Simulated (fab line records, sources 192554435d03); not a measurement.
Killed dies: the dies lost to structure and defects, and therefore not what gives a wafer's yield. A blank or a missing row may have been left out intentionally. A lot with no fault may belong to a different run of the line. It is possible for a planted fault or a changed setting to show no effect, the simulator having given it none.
Which tool was responsible? | flow n5Finfet | Sampling: 10 lots, 30 wafers, 6 of 1938 route steps

== WHAT THE GAUGES READ, wafer by wafer ==
N5_BEOL_M4_RC_MEAS_101.
lot  | measured     | on        | DIBL_N (mV/V)  | DIBL_P (mV/V)  | IOFF_N (nA/um)    | IOFF_P (nA/um) | ION_N (uA/um) | ION_P (uA/um) | SS_N (mV/dec)  | SS_P (mV/dec)  | VT_N (mV)   | VT_P (mV)
L571 | day 8 09:57  | prober-01 | 31.8 34.7 31.2 | 30.7 35.7 30.9 | 0.109 0.146 0.097 | 0.15 0.21 0.15 | 658 667 652   | 457 465 457   | 71.1 72.3 70.0 | 71.7 73.5 71.7 | 253 250 256 | -253 -249 -250
L570 | day 8 19:02  | prober-02 | 36.0 35.5 38.2 | 35.6 35.7 37.7 | 0.173 0.165 0.214 | 0.22 0.23 0.27 | 682 682 690   | 468 468 469   | 71.7 71.4 71.7 | 73.0 73.1 73.6 | 248 247 246 | -247 -244 -242
L573 | day 9 04:28  | prober-01 | 33.5 33.3 34.0 | 33.1 32.9 33.4 | 0.131 0.129 0.138 | 0.17 0.17 0.16 | 676 670 675   | 461 453 460   | 71.2 71.2 70.9 | 72.3 73.0 73.1 | 249 251 253 | -254 -255 -254
L575 | day 9 19:20  | prober-02 | 33.6 31.6 31.3 | 34.0 31.3 31.5 | 0.139 0.109 0.106 | 0.22 0.18 0.18 | 672 659 655   | 467 467 457   | 71.6 70.8 70.6 | 73.1 71.9 71.9 | 250 252 253 | -246 -249 -247
L578 | day 10 14:44 | prober-01 | 35.6 33.0 37.3 | 36.1 33.0 38.3 | 0.139 0.098 0.168 | 0.21 0.17 0.24 | 675 654 690   | 467 456 474   | 71.7 70.8 72.6 | 73.2 72.1 74.0 | 250 256 248 | -250 -252 -245
L579 | day 11 08:31 | prober-02 | 35.2 36.0 34.7 | 34.4 35.8 34.0 | 0.143 0.156 0.136 | 0.19 0.21 0.19 | 676 678 671   | 462 466 462   | 71.2 72.0 71.2 | 73.3 74.1 73.2 | 252 249 251 | -253 -250 -253
L580 | day 11 06:17 | prober-01 | 32.3 35.7 34.8 | 30.9 36.4 34.2 | 0.105 0.159 0.141 | 0.15 0.22 0.19 | 663 677 673   | 458 466 463   | 70.3 71.0 70.4 | 72.7 73.3 73.2 | 255 248 251 | -251 -246 -248
L591 | day 14 19:01 | prober-02 | 38.4 33.5 35.1 | 38.9 34.8 36.8 | 0.223 0.133 0.157 | 0.25 0.19 0.21 | 674 675 681   | 451 461 466   | 72.7 70.7 70.6 | 74.1 72.9 73.5 | 250 252 248 | -248 -248 -252
L592 | day 15 03:55 | prober-01 | 37.5 35.5 36.4 | 36.4 34.0 35.6 | 0.162 0.135 0.157 | 0.26 0.23 0.25 | 673 673 677   | 469 466 476   | 71.4 71.0 71.7 | 73.5 73.5 74.0 | 252 251 250 | -244 -247 -243
L593 | day 15 04:52 | prober-01 | 35.0 34.8 35.2 | 35.3 36.6 35.1 | 0.138 0.135 0.132 | 0.21 0.23 0.21 | 667 661 677   | 463 462 474   | 71.1 71.2 71.0 | 73.1 73.1 73.1 | 249 249 249 | -248 -247 -248

== WHAT TOOL EACH LOT RAN ON (gives the tool, then ch and the chambers of the sampled wafers, and finally the start) ==
lot  | N5_BEOL_M3_PECVD_72            | N5_BEOL_M3_SPUTTER_90       | N5_BEOL_M3_SPUTTER_96       | N5_BEOL_M3_CMP_52             | N5_BEOL_M3_PRE_CLEAN_60
L571 | pecvd-03 ch 0,2, day 7 14:13   | pvdSputter-02, day 7 19:27  | pvdSputter-02, day 7 20:07  | cmp-03 ch 0,1,3, day 7 22:04  | cvdCo-01 ch 1,2, day 7 22:26
L570 | pecvd-02 ch 0,1, day 7 14:20   | pvdSputter-02, day 8 01:01  | pvdSputter-02, day 8 01:40  | cmp-02 ch 1,3, day 8 02:10    | cvdCo-01 ch 0,2, day 8 02:30
L573 | pecvd-02 ch 1,2, day 8 03:57   | pvdSputter-02, day 8 13:34  | pvdSputter-02, day 8 14:14  | cmp-02 ch 0,2,3, day 8 19:31  | cvdCo-02 ch 0,1,2, day 8 19:44
L575 | pecvd-03 ch 0,1,2, day 8 21:22 | pvdSputter-02, day 9 04:31  | pvdSputter-02, day 9 05:10  | cmp-03 ch 1,2,3, day 9 07:53  | cvdCo-02 ch 0,1,2, day 9 08:11
L578 | pecvd-03 ch 0,1,2, day 9 04:04 | pvdSputter-03, day 9 14:32  | pvdSputter-03, day 9 15:11  | cmp-01 ch 0,1,3, day 9 15:53  | cvdCo-01 ch 0,1,2, day 9 16:07
L579 | pecvd-03 ch 0, day 9 15:29     | pvdSputter-03, day 10 11:40 | pvdSputter-03, day 10 12:20 | cmp-02 ch 1,2, day 10 13:55   | cvdCo-01 ch 0,1, day 10 14:16
L580 | pecvd-03 ch 0,1, day 9 16:03   | pvdSputter-03, day 10 00:35 | pvdSputter-03, day 10 08:52 | cmp-03 ch 2,3, day 10 09:25   | cvdCo-01 ch 1,2, day 10 09:45
L591 | pecvd-03 ch 0,2, day 13 09:58  | pvdSputter-03, day 13 16:08 | pvdSputter-03, day 13 16:47 | cmp-01 ch 0,1,2, day 13 17:17 | cvdCo-01 ch 0,1,2, day 13 17:38
L592 | pecvd-01 ch 0,2, day 13 22:58  | pvdSputter-03, day 14 05:35 | pvdSputter-03, day 14 06:14 | cmp-02 ch 1,2, day 14 06:44   | cvdCo-02 ch 0,1, day 14 07:04
L593 | pecvd-02 ch 1,2, day 14 03:11  | pvdSputter-03, day 14 13:07 | pvdSputter-03, day 14 13:47 | cmp-03 ch 0,1, day 14 14:17   | cvdCo-02 ch 0,1, day 14 14:37
- N5_BEOL_M3_PECVD_72: deposits SiO2 from TEOS/O2, target thk 16 nm, time 18 s.
- N5_BEOL_M3_SPUTTER_90: material Cu, target thk 4.5 nm, time 8.29 s.
- N5_BEOL_M3_SPUTTER_96: material Cu, target thk 4.5 nm, time 8.29 s.
- N5_BEOL_M3_CMP_52: polishes, stops on SiOC, t overpolish 6.8 s, target thk 40 nm.
- N5_BEOL_M3_PRE_CLEAN_60: time 15 s.

== AS READ BY THE TOOLS THEMSELVES (means over the sampled wafers that have a number; for cases with no such wafer, the mark the record gives instead) ==
N5_BEOL_M3_PECVD_72.
lot  | tool     | heaterPowerW (W) | showerheadPlenumPTorr (Torr) | throttleValvePct (%)
L571 | pecvd-03 | 655              | 8.81                         | 22.9
L570 | pecvd-02 | 798              | 8.78                         | 22.6
L573 | pecvd-02 | 819              | 8.76                         | 21.3
L575 | pecvd-03 | 723              | 8.83                         | 23.0
L578 | pecvd-03 | 659              | 8.82                         | 23.0
L579 | pecvd-03 | 766              | 8.85                         | 24.4
L580 | pecvd-03 | 730              | 8.83                         | 22.9
L591 | pecvd-03 | 652              | 8.80                         | 21.7
L592 | pecvd-01 | 648              | 8.82                         | 20.9
L593 | pecvd-02 | 776              | 8.74                         | 21.2

N5_BEOL_M3_SPUTTER_90.
lot  | tool          | throttleValvePct (%)
L571 | pvdSputter-02 | 30.1
L570 | pvdSputter-02 | 31.0
L573 | pvdSputter-02 | 30.7
L575 | pvdSputter-02 | 31.2
L578 | pvdSputter-03 | 29.7
L579 | pvdSputter-03 | 30.3
L580 | pvdSputter-03 | 29.9
L591 | pvdSputter-03 | 30.7
L592 | pvdSputter-03 | 30.3
L593 | pvdSputter-03 | 30.4

N5_BEOL_M3_SPUTTER_96.
lot  | tool          | throttleValvePct (%)
L571 | pvdSputter-02 | 30.2
L570 | pvdSputter-02 | 31.2
L573 | pvdSputter-02 | 30.9
L575 | pvdSputter-02 | 31.3
L578 | pvdSputter-03 | 29.5
L579 | pvdSputter-03 | 30.3
L580 | pvdSputter-03 | 29.9
L591 | pvdSputter-03 | 30.7
L592 | pvdSputter-03 | 30.2
L593 | pvdSputter-03 | 30.5

N5_BEOL_M3_CMP_52.
lot  | tool   | barrierFieldEndpointS (s) | headPressurePsi (psi) | motorCurrentA (A) | slurryFlowMlMin
L571 | cmp-03 | 24.2                      | 1.0034                | 6.0               | 149.9
L570 | cmp-02 | 24.5                      | 1.0020                | 5.7               | 149.8
L573 | cmp-02 | 24.7                      | 0.9993                | 6.2               | 150.0
L575 | cmp-03 | 24.3                      | 1.0011                | 5.6               | 149.8
L578 | cmp-01 | 31.0                      | 0.9990                | 5.5               | 149.7
L579 | cmp-02 | 27.5                      | 0.9994                | 5.4               | 150.3
L580 | cmp-03 | 30.5                      | 0.9996                | 5.4               | 150.3
L591 | cmp-01 | 24.5                      | 1.0008                | 5.5               | 149.8
L592 | cmp-02 | 24.8                      | 0.9998                | 5.1               | 150.6
L593 | cmp-03 | 24.7                      | 1.0017                | 7.2               | 150.4

N5_BEOL_M3_PRE_CLEAN_60.
lot  | tool     | heaterPowerW (W)
L571 | cvdCo-01 | 80
L570 | cvdCo-01 | 98
L573 | cvdCo-02 | 77
L575 | cvdCo-02 | 78
L578 | cvdCo-01 | 90
L579 | cvdCo-01 | 90
L580 | cvdCo-01 | 79
L591 | cvdCo-01 | 89
L592 | cvdCo-02 | 86
L593 | cvdCo-02 | 84

== THE ANSWER, worked out from the rows above alone ==
Rule: the usual values come from the lots themselves. The widest of any qualifying gaps counts: lots, ordered by their means at a reading, are off when they make up no more than a third of the lots, leave a main group of 4 or more, and stand apart from it by 3 or more times the standard deviation of that group's means. A main group is skipped when, at the precision printed for the reading in the tables above, its means are all equal. A lot without any number at a reading at which 4 lots or more have one is off too. Any other lot the step has rows for is counted as sound. Order of review: gauges by route order, followed by the tools' own readings, for which a lot's mean as printed above is used. At the first step where some lot is off, the reading lying furthest off is the one used; lots without a number count as furthest.
Off: L578, L579, L580, at N5_BEOL_M3_CMP_52 (barrierFieldEndpointS). The main group: mean 24.5 s, standard deviation 0.21.
If a tool, at that step or one of the process steps before it, ran each lot that is off and ran no sound lot following the first of them, it fits. Not one of the candidates tried fits.

== WHAT THE SIMULATOR HAD INSERTED ==
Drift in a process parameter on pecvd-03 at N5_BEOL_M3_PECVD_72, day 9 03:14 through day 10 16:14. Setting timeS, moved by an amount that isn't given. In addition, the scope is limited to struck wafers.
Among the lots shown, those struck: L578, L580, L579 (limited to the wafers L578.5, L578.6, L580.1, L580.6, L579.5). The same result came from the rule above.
